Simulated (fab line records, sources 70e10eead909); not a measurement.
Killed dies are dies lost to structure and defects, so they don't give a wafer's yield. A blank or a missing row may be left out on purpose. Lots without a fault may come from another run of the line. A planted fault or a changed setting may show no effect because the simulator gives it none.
A struck lot beside a sound one | flow nand_harc | 14 steps out of a route of 1302
Sound: wafers L237.4, L237.5, L237.6. Struck: wafers L254.1, L254.5, L254.6. The cause comes at the end.
At each step with rows: each side's tool, then ch and its chambers, then its first start. Under that, the readings that differ: sound wafers | struck wafers | difference of the means | sigmas: that difference in standard deviations of wafers without a fault.
alike: readings whose means differ by less than 2 such deviations, and words and numbers that are the same on both sides. not compared: withheld readings, readings that some wafer has no value for, bounds like >300 that may hide the same value, and numbers for which the record gives no deviation and whose values overlap.
The two part at a step that has a row with sigmas, a row that says differs or no value, or rows on one side only. Numbers that don't overlap but have no deviation are shown without sigmas and don't part them. A reading that every wafer of one side lacks parts them only if that side has two wafers or more.

NHARC_A_CHANNEL_FILL_D2_ETCHBACK_20: etches the open film in C4F8/O2/Ar, target depth 27 nm, time 13.5 s.
  sound on rie_diel-13 ch 0,1,2, day 16 11:29; struck on rie_diel-03 ch 0,1,3, day 23 14:28
  reading               | sound             | struck            | difference | sigmas
  oes_product_au (a.u.) | 1.014 1.010 1.033 | 0.974 0.974 0.973 | -0.045     | -2
  alike: chamber_pressure_mTorr, rf_fwd_power_W, rf_vpp_V
  not compared: rf_hours_counter_h
NHARC_A_CHANNEL_FILL_D2_STRIP_28: strips in O2, time 20 s.
  sound on rie_diel-13 ch 0,1,2, day 16 11:34; struck on rie_diel-03 ch 1,2,3, day 23 14:32
  alike: chamber_pressure_mTorr, drypump_motor_current_A, o2_flow_sccm, oes_product_au, rf_vpp_V, showerhead_plenum_p_Torr, throttle_valve_pct
  not compared: rf_hours_counter_h
then, 4 steps without rows for these wafers: NHARC_A_CHANNEL_FILL_D2_PRECLEAN_21 (cleans in dHF, time 30 s); NHARC_A_CHANNEL_FILL_D2_SRD_23; NHARC_A_CHANNEL_FILL_D2_CVD_05 (deposits poly-Si, target thk 5 nm); NHARC_A_CHANNEL_FILL_D2_ANNEAL_22 (time 7200 s).
NHARC_A_CHANNEL_FILL_D2_THK_MEAS_06: measures by ellipsometry.
  sound on film_metro-01, day 17 01:32; struck on film_metro-01, day 24 02:21
  alike: thk_nm
NHARC_A_CHANNEL_FILL_D2_ALD_25: deposits SiOx, target thk 60 nm, pulse time 10 s, ald cycles 600.
  sound on ald_hk-03 ch 0,1,2, day 17 03:28; struck on ald_hk-01 ch 0,1, day 24 03:02
  alike: heater_power_w, precursor_pulse_height_rel
NHARC_A_CHANNEL_FILL_D2_ETCHBACK_08: etches the open film in C4F8, target depth 220 nm, time 110 s.
  sound on rie_diel-03 ch 0,1,3; struck on rie_diel-03 ch 2,3
  alike: chamber_pressure_mTorr, oes_product_au, rf_fwd_power_W, rf_vpp_V
  not compared: rf_hours_counter_h
NHARC_A_CHANNEL_FILL_D2_STRIP_29: strips in O2, time 20 s.
  sound on rie_diel-03 ch 0,1,3, day 17 07:23; struck on rie_diel-03 ch 2,3, day 24 08:10
  reading             | sound             | struck            | difference | sigmas
  o2_flow_sccm (sccm) | 498.3 497.3 497.8 | 502.1 499.8 501.6 | +3.4       | +2
  alike: chamber_pressure_mTorr, drypump_motor_current_A, oes_product_au, rf_vpp_V, showerhead_plenum_p_Torr, throttle_valve_pct
  not compared: rf_hours_counter_h
then, 2 steps without rows for these wafers: NHARC_A_CHANNEL_FILL_D2_PRECLEAN_30 (cleans in dHF, time 30 s); NHARC_A_CHANNEL_FILL_D2_SRD_31.
NHARC_A_CHANNEL_FILL_D2_CVD_09: deposits poly-Si, target thk 150 nm, time 3000 s.
  sound on lpcvd_poly-02 ch 0, day 17 09:47; struck on lpcvd_poly-03 ch 0, day 24 12:04
  reading                   | sound               | struck              | difference | sigmas
  spike_tc_bottom_C (C)     | 637.7 638.5 638.1   | 589.2 590.1 591.4   | -47.9      | -28
  spike_tc_centre_C (C)     | 621.8 621.1 621.6   | 567.3 570.0 570.9   | -52.1      | -47
  spike_tc_lower_C (C)      | 620.9 619.8 622.2   | 565.9 568.6 566.9   | -53.8      | -34
  spike_tc_top_C (C)        | 643 643 644         | 590 590 588         | -54        | -17
  spike_tc_upper_C (C)      | 620.2 619.7 620.5   | 570.6 571.3 569.8   | -49.6      | -33
  tube_center_temp_C (C)    | 619.93 619.99 619.9 | 568.7 568.71 568.74 | -51.2      | -99 or more
  zone_power_bottom_pct (%) | 13.4 13.5 13.5      | 11.0 11.0 10.9      | -2.5       | -6
  zone_power_centre_pct (%) | 10.2 10.3 10.3      | 8.6 8.6 8.5         | -1.7       | -3
NHARC_A_CHANNEL_FILL_D2_CMP_10: polishes, target thk 150 nm.
  sound on cmp-04 ch 1,2,3, day 17 13:02; struck on cmp-01 ch 0,1, day 24 15:19
  reading                | sound          | struck      | difference | sigmas
  time_to_endpoint_s (s) | 15.8 16.7 18.2 | 3.8 5.4 0.7 | -13.6      | -6
  alike: motor_current_A, retaining_ring_pressure_frac

WHERE THEY PART
First at NHARC_A_CHANNEL_FILL_D2_ETCHBACK_20; last, within this record, at NHARC_A_CHANNEL_FILL_D2_CMP_10.

WHY: what the simulator had put in
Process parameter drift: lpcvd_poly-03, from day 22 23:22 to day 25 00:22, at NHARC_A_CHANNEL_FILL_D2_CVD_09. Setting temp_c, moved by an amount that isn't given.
